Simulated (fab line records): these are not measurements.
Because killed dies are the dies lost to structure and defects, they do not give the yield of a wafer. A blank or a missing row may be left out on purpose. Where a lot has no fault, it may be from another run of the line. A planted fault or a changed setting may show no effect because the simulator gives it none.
Problem report, 8D (eight disciplines) form, completed by code / flow n5 finfet / the parts of the form that need people (team, actions taken, sign-off) are left out

== 1. PROBLEM STATEMENT ==
dose ions cm2 at N5_WELL_APT_IMPLANT_31 reads a mean of 2.1e+13 on 9 wafers of 3 lots; wafers without a fault read 1.5e+13 with a standard deviation of 1.7e+10. That is +99 or more standard deviations from the usual mean.
First observed at day 2 21:05: wafer L335.1, on implanter-02. Wafers with a number at this step in the record: 33, from 12 lots. The rule behind "out" and "out of limits": a value lying over 4 standard deviations away from the usual mean. The rest of the wafers with a number are treated as sound.

== 2. WHAT THIS IS AND IS NOT ==
question=which readings at this step | is=dose ions cm2, faraday current uA | is not=-
question=which lots | is=L335, L336, L337 | is not=L331, L332, L345, L346, L347, L348, L349, L350, L353
question=which wafers of those lots | is=all that have a number | is not=-
question=read on which tools | is=implanter-02 | is not=implanter-01
question=when | is=from day 2 21:05 | is not=up to then (5 sound wafers); but 19 sound wafers of L345, L346, L347, L348, L349, L350, L353 came after

== 3. SUSPECTS, AND WHAT RULES EACH OUT ==
Counting: a tool at a process step up to the reading stays a suspect if it ran every lot that is out and no sound lot after the first of them.
- implanter-02 at N5_WELL_APT_IMPLANT_31: ruled out as a lasting fault. The sound lots L346, L347, L349, L353 went through it after L335, its earliest lot that is out (day 2 21:05).
Left after counting: nothing in the record.

== 4. THE CAUSE (what the simulator had put in) ==
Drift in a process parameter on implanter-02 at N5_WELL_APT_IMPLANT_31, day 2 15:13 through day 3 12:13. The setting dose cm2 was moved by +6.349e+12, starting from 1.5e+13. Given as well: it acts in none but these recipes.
Counting ruled it out, wrongly.

== 5. THE CHAIN OF EFFECTS, in route order ==
Each row: a reading whose mean over the struck wafers that have a number lies more than 3 standard deviations from the usual. Scope: only readings with a usual standard deviation given in the record; hours: median across lots of the time from each lot's start at the first step in this table that gives one to its start at this step; sigmas: change in usual standard deviations.
hours=0; step=N5_WELL_APT_IMPLANT_31; reading=dose ions cm2; usual=1.5e+13; on struck wafers=2.1e+13; change=+6.3e+12; sigmas=+99 or more
hours=0; step=N5_WELL_APT_IMPLANT_31; reading=faraday current uA; usual=191; on struck wafers=269; change=+78; sigmas=+21
Here are the process steps it includes:
- N5_WELL_APT_IMPLANT_31

== 6. WHAT WOULD HAVE CAUGHT IT SOONER ==
First out-of-limits reading in this record: day 2 21:05, which is 6 hours after fault onset at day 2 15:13.
